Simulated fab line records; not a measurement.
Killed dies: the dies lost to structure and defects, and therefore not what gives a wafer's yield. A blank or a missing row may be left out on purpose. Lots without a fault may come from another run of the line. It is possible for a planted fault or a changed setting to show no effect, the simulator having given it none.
fab line records	flow n5-finfet
record: lots: 7	wafers: 39
route steps=1938 shown FIN_SAQP@130 SD_EPI_N@273 DUMMY_REMOVAL@382 MOL_CONTACT_COAG@581 BEOL_M2@890 BEOL_M3@980 BEOL_M5@1116 BEOL_M8@1332 BEOL_M11@1536 BEOL_M15@1773 TV_OPEN@1887 PASSIVATION@1936
start-h: hours from the record's opening day to when the first of the lot's shown wafers began	wait-h: hours elapsed since this lot's preceding step	" same as the row above	L1.1+2: a single row standing in for several wafers	- either no value or no given start	* or withheld: withheld	< > ~ a bound
route shown NAME@n: NAME is a module with steps in the file, n the number in the route of the first one	usual: mean/standard deviation taken from wafers without a fault	same: alike in all rows	chamber/n: place in a boat	sites: readings site by site	_std_site: standard deviation across them	_edge_site: mean of outer sites minus mean of inner sites	radius-mm: for every site, how far away it sits from the centre of the wafer	mask NAME#n: copy n	behind: the most recent tool/chamber to have shaped the wafer	hold: reason for holding the lot/hours on hold/outcome of the hold	device: names the non-switching transistor (n, p or np)	end of line: at the end of the route, the tests of the same wafers	a step given without rows: its recipe and nothing more	killed: count of dies lost to structure and defects at first sort (not the wafer's yield)	map: per-die view of a wafer (x killed, . not killed, _ where there is no die)
set.NAME: the setting the step ran with; set.NAME@STEP: the setting that earlier step ran with	model.NAME: the simulator's own value behind a step, which no gauge read
lots with deliberately changed settings; one table per step, one row per wafer
== steps ==
step: N5_FIN_SAQP_ETCH_65
recipe: chemistry: CF4	target: SiO2	target-depth-a: 40	ion-energy-ev: 350	time-s: 4.4	pressure-mtorr: 10	icp-w: 800	bias-w: 400	cf4-flow-sccm: 80
step: N5_SD_EPI_N_DESCUM_14
recipe: chemistry: O2	time-s: 7.9	source-power-w: 50	bias-power-w: 20	pressure-mtorr: 20	rf-frequency-hz: 2.712e+07	temp-c: 40	resist: CAR-ArF-block	o2-flow-sccm: 225
step: N5_DUMMY_REMOVAL_PRECLEAN_08
recipe: chemistry: NF3:NH3	afs-cycles: 2	temp-c: 30	time-s: 20	sublimation-temp-c: 180	sublimation-time-s: 60	pressure-torr: 3	rf-power-w: 30
step: N5_MOL_CONTACT_COAG_ETCH_91
recipe: chemistry: N2/H2	target: SOC	target-depth-a: 600	overetch-a: 210	mask-material: SiARC	temp-c: 40	time-s: 101.2	ion-energy-ev: 200	pressure-mtorr: 30	source-w: 840	bias-w: 150	n2-flow-sccm: 200	h2-flow-sccm: 200
step: N5_MOL_CONTACT_COAG_ETCHBACK_136
recipe: chemistry: CHF3	target: SiO2	target-depth-a: 250	time-s: 16.7	ion-energy-ev: 200	pressure-mtorr: 30	source-w: 610	bias-w: 170	Ar_flow_sccm: 200	CHF3_flow_sccm: 50
step: N5_BEOL_M2_TRENCH_ETCH_37
recipe: chemistry: C4F6/O2	target-depth-a: 555.55	target: SiOC	time-s: 29.2	ion-energy-ev: 250	pressure-mtorr: 30	source-w: 355	bias-w: 185	Ar_flow_sccm: 300	C4F6_flow_sccm: 10	O2_flow_sccm: 10
step: N5_BEOL_M3_TRENCH_ETCH_37
step: N5_BEOL_M5_HM_DEP_02
recipe: material: TiN	target-thk-a: 200	temp-c: 25	chamber-pressure-pa: 0.49996
step: N5_BEOL_M8_ILD_DEP_00
recipe: material: SiCOH_lowk	target-thk-a: 1797.5	temp-c: 300	precursor: DEMS/porogen	pressure-torr: 5	rf-w: 500	time-s: 33.4
step: N5_BEOL_M11_ILD_DEP_00
recipe: material: SiCOH_lowk	target-thk-a: 3085.1	temp-c: 300	precursor: DEMS/porogen	pressure-torr: 5	rf-w: 500	time-s: 58
step: N5_BEOL_M15_ILD_DEP_00
recipe: material: SiO2	target-thk-a: 16293	temp-c: 400	precursor: TEOS/O2	pressure-torr: 6.5	rf-w: 900	teos-flow-sccm: 161.4	gas: O2	flow-sccm: 2650	time-s: 346.1
step: N5_PASSIVATION_PASS_ETCH_74
recipe: chemistry: CF4/O2	target: SiNx	target-depth-a: 2200	time-s: 110	ion-energy-ev: 100	pressure-mtorr: 40	source-w: 535	bias-w: 49	Ar_flow_sccm: 100	cf4-flow-sccm: 100	O2_flow_sccm: 10
step: N5_PASSIVATION_PROBE_49
usual: killed-at-contacts: 13/6.6
lot.wafer	tool	chamber	start-h	wait-h	set.time-s@FIN_SAQP_ETCH_65	set.time-s@SD_EPI_N_DESCUM_14	set.time-s@DUMMY_REMOVAL_PRECLEAN_08	set.target-depth-a@MOL_CONTACT_COAG_ETCH_91	set.target-depth-a@MOL_CONTACT_COAG_ETCHBACK_136	set.target-depth-a@BEOL_M2_TRENCH_ETCH_37	set.target-depth-a@BEOL_M3_TRENCH_ETCH_37	set.target-thk-a@BEOL_M5_HM_DEP_02	set.time-s@BEOL_M8_ILD_DEP_00	set.target-thk-a@BEOL_M11_ILD_DEP_00	set.time-s@BEOL_M15_ILD_DEP_00	set.target-depth-a@PASSIVATION_PASS_ETCH_74	killed-at-contacts
L077.1	prober-01	-	315.19	0.0	3.332	7.9	28.97	600	250	555.55	296.7	200	33.4	4237	477	2200	8
L077.2	prober-01	-	315.24	0.1	4.4	11.52	28.97	600	250	555.55	555.55	234.2	52.52	3085.1	477	2200	4
L077.3	prober-01	-	315.29	0.1	3.332	7.9	20	600	250	778.7	555.55	200	52.52	3085.1	477	1542	10
L077.4	prober-01	-	315.34	0.2	3.332	11.52	28.97	600	250	778.7	555.55	234.2	33.4	4237	346.1	2200	13
L077.5	prober-01	-	315.39	0.2	4.4	11.52	20	600	250	555.55	296.7	200	52.52	4237	346.1	1542	2
L077.6	prober-01	-	315.44	0.3	4.4	7.9	20	600	250	778.7	296.7	234.2	33.4	3085.1	346.1	1542	11
L087.1	prober-02	-	365.94	0.0	7.005	7.9	20	600	198.7	555.55	464.8	200	21.56	1704	346.1	2200	19
L087.2	prober-02	-	365.99	0.1	7.005	7.9	20	950.8	250	555.55	555.55	200	21.56	3085.1	267.7	1580	16
L087.3	prober-02	-	366.04	0.1	4.4	7.9	20	950.8	250	555.55	464.8	200	21.56	3085.1	346.1	1580	23
L087.4	prober-02	-	366.09	0.2	4.4	7.9	20	600	198.7	555.55	555.55	200	33.4	1704	267.7	2200	114
L087.5	prober-02	-	366.14	0.2	7.005	7.9	20	950.8	198.7	555.55	555.55	200	33.4	3085.1	346.1	2200	28
L087.6	prober-02	-	366.19	0.3	4.4	7.9	20	600	250	555.55	464.8	200	33.4	1704	267.7	1580	8
L089.1	prober-01	-	371.41	0.0	4.4	7.9	25.73	600	250	555.55	555.55	165.6	33.4	4054	346.1	2200	3
L089.2	prober-01	-	371.46	0.1	6.451	7.9	25.73	600	250	555.55	555.55	200	33.4	3085.1	346.1	2200	7
L089.3	prober-01	-	371.51	0.1	4.4	7.9	20	483.2	250	555.55	429.2	165.6	33.4	3085.1	346.1	2200	7
L089.4	prober-01	-	371.56	0.2	4.4	7.9	20	600	250	739.3	429.2	200	33.4	3085.1	346.1	2200	7
L089.5	prober-01	-	371.61	0.2	6.451	7.9	20	483.2	250	739.3	555.55	200	33.4	4054	346.1	2200	7
L089.6	prober-01	-	371.66	0.3	6.451	7.9	25.73	483.2	250	739.3	429.2	165.6	33.4	4054	346.1	2200	9
L090.3	prober-01	-	372.69	0.1	4.4	7.9	20	600	250	555.55	555.55	200	33.4	3085.1	346.1	2200	19
L090.4	prober-01	-	372.74	0.2	4.4	7.9	20	600	250	555.55	555.55	200	33.4	3085.1	346.1	2200	14
L090.5	prober-01	-	372.79	0.2	4.4	7.9	20	600	250	555.55	555.55	200	33.4	3085.1	346.1	2200	26
L091.1	prober-01	-	385.25	0.0	6.537	7.9	25.32	878.5	250	240.7	555.55	243.3	49.22	3085.1	401.7	1087	13
L091.2	prober-01	-	385.30	0.1	4.4	7.9	25.32	600	250	555.55	555.55	200	33.4	4027	401.7	1087	12
L091.3	prober-01	-	385.35	0.1	6.537	5.478	20	878.5	154.6	555.55	555.55	200	49.22	3085.1	346.1	1087	1067
L091.4	prober-01	-	385.40	0.2	4.4	7.9	20	878.5	154.6	240.7	555.55	243.3	33.4	3085.1	346.1	2200	499
L091.5	prober-01	-	385.45	0.2	4.4	5.478	20	600	250	240.7	555.55	200	49.22	4027	346.1	2200	28
L091.6	prober-01	-	385.50	0.3	6.537	5.478	25.32	600	154.6	555.55	555.55	243.3	33.4	4027	401.7	2200	336
L097.1	prober-01	-	413.89	0.0	4.4	7.9	29.88	954.4	250	298.7	555.55	200	33.4	2019	346.1	3016	3
L097.2	prober-01	-	413.94	0.1	4.4	9.804	20	954.4	115.5	555.55	555.55	240	33.4	3085.1	346.1	2200	1095
L097.3	prober-01	-	413.99	0.1	3.076	7.9	29.88	600	115.5	555.55	555.55	200	20.2	2019	346.1	2200	1101
L097.4	prober-01	-	414.04	0.2	3.076	9.804	20	600	250	298.7	555.55	200	20.2	3085.1	346.1	3016	4
L097.5	prober-01	-	414.09	0.2	3.076	7.9	20	954.4	250	555.55	555.55	240	20.2	2019	346.1	3016	14
L097.6	prober-01	-	414.14	0.3	4.4	9.804	29.88	600	115.5	298.7	555.55	240	33.4	3085.1	346.1	2200	1082
L096.1	prober-01	-	425.14	0.0	1.784	7.9	16.38	484.7	250	555.55	469.6	200	28.16	3085.1	346.1	1147	10
L096.2	prober-01	-	425.19	0.1	4.4	7.9	20	600	186.4	555.55	555.55	200	33.4	3775	140.5	1147	768
L096.3	prober-01	-	425.24	0.1	1.784	7.9	16.38	600	186.4	555.55	469.6	200	28.16	3085.1	140.5	2200	16
L096.4	prober-01	-	425.29	0.2	4.4	7.9	20	600	250	555.55	469.6	235.4	33.4	3775	346.1	2200	16
L096.5	prober-01	-	425.34	0.2	4.4	7.9	16.38	484.7	186.4	555.55	555.55	235.4	33.4	3085.1	346.1	1147	24
L096.6	prober-01	-	425.39	0.3	1.784	7.9	20	484.7	250	555.55	555.55	235.4	28.16	3775	140.5	2200	21
killed by level:class
L077.1 BEOL_M11:area-etch=1076 BEOL_M2:geometric-particle:open=11 STI_FIN_REVEAL:geometric-particle:open=10 GATE_CUT:geometric-particle:open=7 MOL_CONTACT_COAG:geometric-particle:open=7 FIN_SAQP:geometric-particle:open=5 BEOL_M5:geometric-particle:open=5 BEOL_M3:geometric-particle:open=5
L077.2 BEOL_M8:area-etch=1093 BEOL_M2:geometric-particle:open=12 STI_FIN_REVEAL:geometric-particle:open=11 FIN_SAQP:geometric-particle:open=8 BEOL_M3:geometric-particle:open=8 BEOL_M5:geometric-particle:open=6 BEOL_M4:geometric-particle:open=6 FIN_SAQP:geometric-particle:short=5
L077.3 BEOL_M8:area-etch=1067 BEOL_M1:geometric-particle:open=9 DUMMY_GATE:geometric-particle:open=8 MOL_CONTACT_COAG:geometric-particle:open=8 STI_FIN_REVEAL:geometric-particle:open=7 BEOL_M0_SAQP:geometric-particle:open=7 BEOL_M4:geometric-particle:open=7 FIN_SAQP:geometric-particle:open=6
L077.4 BEOL_M11:area-etch=1081 STI_FIN_REVEAL:geometric-particle:open=16 MOL_CONTACT_COAG:geometric-particle:open=11 BEOL_M0_SAQP:geometric-particle:open=8 BEOL_M1:geometric-particle:open=8 FIN_SAQP:geometric-particle:short=7 BEOL_M0_SAQP:geometric-particle:short=6 BEOL_M2:geometric-particle:open=6
L077.5 BEOL_M8:area-etch=1086 FIN_SAQP:geometric-particle:open=15 BEOL_M2:geometric-particle:open=8 BEOL_M1:geometric-particle:open=7 GATE_CUT:geometric-particle:open=6 STI_FIN_REVEAL:geometric-particle:open=5 BEOL_M3:geometric-particle:open=5 ILD0:geometric-particle:short=4
L077.6 BEOL_M2:geometric-particle:open=8 FIN_SAQP:geometric-particle:open=7 MOL_CONTACT_COAG:geometric-particle:short=6 BEOL_M4:geometric-particle:open=6 FIN_SAQP:geometric-particle:short=5 STI_FIN_REVEAL:geometric-particle:open=5 MOL_CONTACT_COAG:geometric-particle:open=5 BEOL_M4:geometric-particle:short=4
L087.1 BEOL_M11:area-dep=883 MOL_CONTACT_COAG:geometric-particle:open=14 BEOL_M4:geometric-particle:open=10 BEOL_M0_SAQP:geometric-particle:short=8 BEOL_M2:geometric-particle:open=7 STI_FIN_REVEAL:geometric-particle:open=5 DUMMY_GATE:geometric-particle:open=5 MOL_CONTACT_COAG:geometric-particle:short=5
L087.2 BEOL_M3:geometric-particle:open=13 MOL_CONTACT_COAG:geometric-particle:open=11 BEOL_M1:geometric-particle:open=11 GATE_CUT:geometric-particle:short=9 BEOL_M0_SAQP:geometric-particle:short=9 BEOL_M8:area-dep=7 FIN_SAQP:geometric-particle:short=6 BEOL_M0_SAQP:geometric-particle:open=6
L087.3 BEOL_M8:area-dep=64 MOL_CONTACT_COAG:geometric-particle:open=21 TV_OPEN:area-etch=10 STI_FIN_REVEAL:geometric-particle:open=8 BEOL_M0_SAQP:geometric-particle:short=7 BEOL_M0_SAQP:geometric-particle:open=6 FIN_SAQP:geometric-particle:short=4 STARTING-WAFER:geometric-particle:short=4
L087.4 BEOL_M11:area-dep=945 MOL_CONTACT_COAG:area-etch=102 BEOL_M0_SAQP:geometric-particle:short=12 GATE_CUT:geometric-particle:short=7 MOL_CONTACT_COAG:geometric-particle:open=7 BEOL_M0_SAQP:geometric-particle:open=7 BEOL_M4:geometric-particle:open=7 MOL_CONTACT_COAG:geometric-particle:short=5
L087.5 MOL_CONTACT_COAG:geometric-particle:open=16 BEOL_M2:geometric-particle:open=13 STI_FIN_REVEAL:geometric-particle:open=9 BEOL_M4:geometric-particle:open=9 MOL_CONTACT_COAG:geometric-particle:short=7 BEOL_M0_SAQP:geometric-particle:short=6 MOL_CONTACT_COAG:area-etch=5 FIN_SAQP:geometric-particle:open=4
L087.6 BEOL_M11:area-dep=652 BEOL_M0_SAQP:geometric-particle:open=11 FIN_SAQP:geometric-particle:open=9 BEOL_M4:geometric-particle:open=9 BEOL_M3:geometric-particle:open=8 BEOL_M2:geometric-particle:open=7 STI_FIN_REVEAL:geometric-particle:open=6 GATE_CUT:geometric-particle:short=5
L089.1 BEOL_M11:area-etch=1073 FIN_SAQP:geometric-particle:open=13 STI_FIN_REVEAL:geometric-particle:open=13 BEOL_M0_SAQP:geometric-particle:open=12 BEOL_M2:geometric-particle:open=11 BEOL_M0_SAQP:geometric-particle:short=11 FIN_SAQP:geometric-particle:short=6 STARTING-WAFER:geometric-particle:open=6
L089.2 BEOL_M0_SAQP:geometric-particle:short=22 STI_FIN_REVEAL:geometric-particle:open=19 FIN_SAQP:geometric-particle:open=13 BEOL_M0_SAQP:geometric-particle:open=12 FIN_SAQP:geometric-particle:short=8 BEOL_M2:geometric-particle:open=7 MOL_CONTACT_COAG:geometric-particle:open=6 STI_FIN_REVEAL:geometric-particle:short=4
L089.3 BEOL_M0_SAQP:geometric-particle:open=14 FIN_SAQP:geometric-particle:open=12 FIN_SAQP:geometric-particle:short=9 BEOL_M0_SAQP:geometric-particle:short=8 STI_FIN_REVEAL:geometric-particle:open=7 MOL_CONTACT_COAG:geometric-particle:open=7 STARTING-WAFER:geometric-particle:short=5 BEOL_M3:geometric-particle:open=4
L089.4 FIN_SAQP:geometric-particle:open=17 STI_FIN_REVEAL:geometric-particle:open=11 BEOL_M0_SAQP:geometric-particle:open=10 BEOL_M2:geometric-particle:open=10 FIN_SAQP:geometric-particle:short=7 BEOL_M3:geometric-particle:open=7 DUMMY_GATE:geometric-particle:open=6 MOL_CONTACT_COAG:geometric-particle:open=6
L089.5 BEOL_M11:area-etch=1057 STI_FIN_REVEAL:geometric-particle:open=16 BEOL_M3:geometric-particle:open=14 BEOL_M0_SAQP:geometric-particle:open=13 BEOL_M4:geometric-particle:open=11 FIN_SAQP:geometric-particle:open=10 BEOL_M0_SAQP:geometric-particle:short=9 BEOL_M2:geometric-particle:open=7
L089.6 BEOL_M11:area-etch=1074 FIN_SAQP:geometric-particle:open=16 STI_FIN_REVEAL:geometric-particle:open=12 MOL_CONTACT_COAG:geometric-particle:open=8 FIN_SAQP:geometric-particle:short=7 BEOL_M0_SAQP:geometric-particle:short=7 BEOL_M0_SAQP:geometric-particle:open=6 BEOL_M4:geometric-particle:open=5
L090.3 STI_FIN_REVEAL:geometric-particle:open=17 FIN_SAQP:geometric-particle:open=16 MOL_CONTACT_COAG:geometric-particle:open=13 BEOL_M4:geometric-particle:open=12 BEOL_M0_SAQP:geometric-particle:open=9 BEOL_M2:geometric-particle:open=8 DUMMY_GATE:geometric-particle:open=6 GATE_CUT:geometric-particle:short=6
L090.4 MOL_CONTACT_COAG:geometric-particle:open=10 BEOL_M4:geometric-particle:open=10 STI_FIN_REVEAL:geometric-particle:open=8 BEOL_M0_SAQP:geometric-particle:short=6 FIN_SAQP:geometric-particle:open=5 DUMMY_GATE:geometric-particle:open=5 BEOL_M0_SAQP:geometric-particle:open=5 BEOL_M0:geometric-particle:open=5
L090.5 MOL_CONTACT_COAG:geometric-particle:open=18 BEOL_M4:geometric-particle:open=13 BEOL_M0_SAQP:geometric-particle:short=13 STI_FIN_REVEAL:geometric-particle:open=10 FIN_SAQP:geometric-particle:open=8 MOL_CONTACT_COAG:geometric-particle:short=8 BEOL_M0_SAQP:geometric-particle:open=7 FIN_SAQP:geometric-particle:short=6
L091.1 BEOL_M2:area-ecd=1088 BEOL_M4:geometric-particle:open=13 MOL_CONTACT_COAG:geometric-particle:open=10 BEOL_M1:geometric-particle:open=10 BEOL_M0_SAQP:geometric-particle:short=9 BEOL_M1:geometric-particle:short=7 STARTING-WAFER:geometric-particle:open=4 STARTING-WAFER:geometric-particle:short=4
L091.2 BEOL_M11:area-etch=1060 BEOL_M1:geometric-particle:open=14 BEOL_M0_SAQP:geometric-particle:short=13 BEOL_M0_SAQP:geometric-particle:open=12 MOL_CONTACT_COAG:geometric-particle:open=9 FIN_SAQP:geometric-particle:open=7 FIN_SAQP:geometric-particle:short=7 GATE_CUT:geometric-particle:short=7
L091.3 MOL_CONTACT_COAG:area-etch=1059 BEOL_M1:geometric-particle:open=14 TV_OPEN:area-etch=11 BEOL_M0_SAQP:geometric-particle:open=10 FIN_SAQP:geometric-particle:short=9 BEOL_M4:geometric-particle:open=8 BEOL_M1:geometric-particle:short=7 BEOL_M2:geometric-particle:open=7
L091.4 BEOL_M2:area-ecd=609 MOL_CONTACT_COAG:area-etch=481 MOL_CONTACT_COAG:geometric-particle:open=15 FIN_SAQP:geometric-particle:short=9 FIN_SAQP:geometric-particle:open=8 BEOL_M1:geometric-particle:open=6 STARTING-WAFER:geometric-particle:short=5 BEOL_M0_SAQP:geometric-particle:open=5
L091.5 BEOL_M2:area-ecd=1059 MOL_CONTACT_COAG:geometric-particle:open=24 BEOL_M0_SAQP:geometric-particle:short=14 BEOL_M0_SAQP:geometric-particle:open=10 FIN_SAQP:geometric-particle:short=6 BEOL_M4:geometric-particle:open=6 GATE_CUT:geometric-particle:short=6 FIN_SAQP:geometric-particle:open=5
L091.6 BEOL_M11:area-etch=744 MOL_CONTACT_COAG:area-etch=320 BEOL_M1:geometric-particle:open=18 MOL_CONTACT_COAG:geometric-particle:open=13 BEOL_M0_SAQP:geometric-particle:open=12 BEOL_M0_SAQP:geometric-particle:short=11 BEOL_M1:geometric-particle:short=6 FIN_SAQP:geometric-particle:short=5
L097.1 BEOL_M2:area-ecd=710 BEOL_M0_SAQP:geometric-particle:open=10 BEOL_M2:geometric-particle:open=8 BEOL_M3:geometric-particle:open=8 BEOL_M1:geometric-particle:open=7 BEOL_M0_SAQP:geometric-particle:short=6 BEOL_M4:geometric-particle:open=6 STI_FIN_REVEAL:geometric-particle:open=4
L097.2 MOL_CONTACT_COAG:area-etch=1092 BEOL_M3:geometric-particle:open=13 FIN_SAQP:geometric-particle:short=10 BEOL_M2:geometric-particle:open=9 STI_FIN_REVEAL:geometric-particle:open=8 DUMMY_GATE:geometric-particle:open=6 BEOL_M3:geometric-particle:short=6 BEOL_M1:geometric-particle:open=5
L097.3 MOL_CONTACT_COAG:area-etch=1090 MOL_CONTACT_COAG:geometric-particle:open=10 BEOL_M0_SAQP:geometric-particle:open=9 BEOL_M0_SAQP:geometric-particle:short=7 FIN_SAQP:geometric-particle:open=6 BEOL_M0:geometric-particle:open=5 BEOL_M2:geometric-particle:open=5 BEOL_M4:geometric-particle:open=4
L097.4 BEOL_M2:area-ecd=422 BEOL_M8:area-dep=31 BEOL_M0_SAQP:geometric-particle:open=19 BEOL_M0_SAQP:geometric-particle:short=16 STI_FIN_REVEAL:geometric-particle:open=12 FIN_SAQP:geometric-particle:open=9 BEOL_M1:geometric-particle:open=9 FIN_SAQP:geometric-particle:short=6
L097.5 BEOL_M8:area-dep=421 BEOL_M11:area-dep=14 MOL_CONTACT_COAG:geometric-particle:open=13 BEOL_M0_SAQP:geometric-particle:open=11 FIN_SAQP:geometric-particle:open=9 BEOL_M0_SAQP:geometric-particle:short=8 BEOL_M2:geometric-particle:open=6 BEOL_M8:geometric-particle:open=6
L097.6 MOL_CONTACT_COAG:area-etch=1072 FIN_SAQP:geometric-particle:short=9 BEOL_M0_SAQP:geometric-particle:open=9 STI_FIN_REVEAL:geometric-particle:open=8 MOL_CONTACT_COAG:geometric-particle:open=8 BEOL_M0_SAQP:geometric-particle:short=7 GATE_CUT:geometric-particle:short=6 GATE_CUT:geometric-particle:open=5
L096.1 TV_OPEN:area-etch=888 BEOL_M2:geometric-particle:open=21 STI_FIN_REVEAL:geometric-particle:open=19 MOL_CONTACT_COAG:geometric-particle:open=8 FIN_SAQP:geometric-particle:open=7 FIN_SAQP:geometric-particle:short=7 GATE_CUT:geometric-particle:short=5 STARTING-WAFER:geometric-particle:short=5
L096.2 MOL_CONTACT_COAG:area-etch=748 BEOL_M15:area-dep=316 MOL_CONTACT_COAG:geometric-particle:open=16 FIN_SAQP:geometric-particle:open=13 STI_FIN_REVEAL:geometric-particle:open=12 BEOL_M1:geometric-particle:open=10 BEOL_M4:geometric-particle:open=7 FIN_SAQP:geometric-particle:short=6
L096.3 BEOL_M15:area-dep=1090 MOL_CONTACT_COAG:geometric-particle:open=10 BEOL_M0_SAQP:geometric-particle:open=9 BEOL_M2:geometric-particle:open=8 BEOL_M4:geometric-particle:open=7 STI_FIN_REVEAL:geometric-particle:open=5 DUMMY_GATE:geometric-particle:open=5 BEOL_M1:geometric-particle:open=5
L096.4 STI_FIN_REVEAL:geometric-particle:open=18 BEOL_M2:geometric-particle:open=13 MOL_CONTACT_COAG:geometric-particle:open=12 BEOL_M0_SAQP:geometric-particle:short=11 FIN_SAQP:geometric-particle:open=8 BEOL_M0_SAQP:geometric-particle:open=6 BEOL_M3:geometric-particle:open=5 FIN_SAQP:geometric-particle:short=4
L096.5 TV_OPEN:area-etch=452 MOL_CONTACT_COAG:area-etch=18 FIN_SAQP:geometric-particle:short=8 MOL_CONTACT_COAG:geometric-particle:open=6 DUMMY_GATE:geometric-particle:open=5 FIN_SAQP:geometric-particle:open=4 BEOL_M0_SAQP:geometric-particle:short=4 BEOL_M0_SAQP:geometric-particle:open=4
L096.6 BEOL_M15:area-dep=1097 MOL_CONTACT_COAG:geometric-particle:open=16 FIN_SAQP:geometric-particle:open=7 STI_FIN_REVEAL:geometric-particle:open=7 BEOL_M2:geometric-particle:open=7 BEOL_M0_SAQP:geometric-particle:open=5 MOL_CONTACT_COAG:geometric-particle:short=5 BEOL_M1:geometric-particle:open=5
== key ==
split: step: N5_FIN_SAQP_ETCH_65	setting: time-s	stated-as: 4.4
response none clear
split: step: N5_SD_EPI_N_DESCUM_14	setting: time-s	stated-as: 7.9
response none clear
split: step: N5_DUMMY_REMOVAL_PRECLEAN_08	setting: time-s	stated-as: 20
response none clear
split: step: N5_MOL_CONTACT_COAG_ETCH_91	setting: target-depth-a	stated-as: 600
response none clear
split: step: N5_MOL_CONTACT_COAG_ETCHBACK_136	setting: target-depth-a	stated-as: 250
response: step: N5_PASSIVATION_PROBE_49	reading: killed-at-contacts	slope: -15.2	per: 1%	together-with: all	explained: 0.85
split: step: N5_BEOL_M2_TRENCH_ETCH_37	setting: target-depth-a	stated-as: 555.55
response none clear
split: step: N5_BEOL_M3_TRENCH_ETCH_37	setting: target-depth-a	stated-as: 555.55
response none clear
split: step: N5_BEOL_M5_HM_DEP_02	setting: target-thk-a	stated-as: 200
response none clear
split: step: N5_BEOL_M8_ILD_DEP_00	setting: time-s	stated-as: 33.4
response none clear
split: step: N5_BEOL_M11_ILD_DEP_00	setting: target-thk-a	stated-as: 3085.1
response none clear
split: step: N5_BEOL_M15_ILD_DEP_00	setting: time-s	stated-as: 346.1
response none clear
split: step: N5_PASSIVATION_PASS_ETCH_74	setting: target-depth-a	stated-as: 2200
response none clear
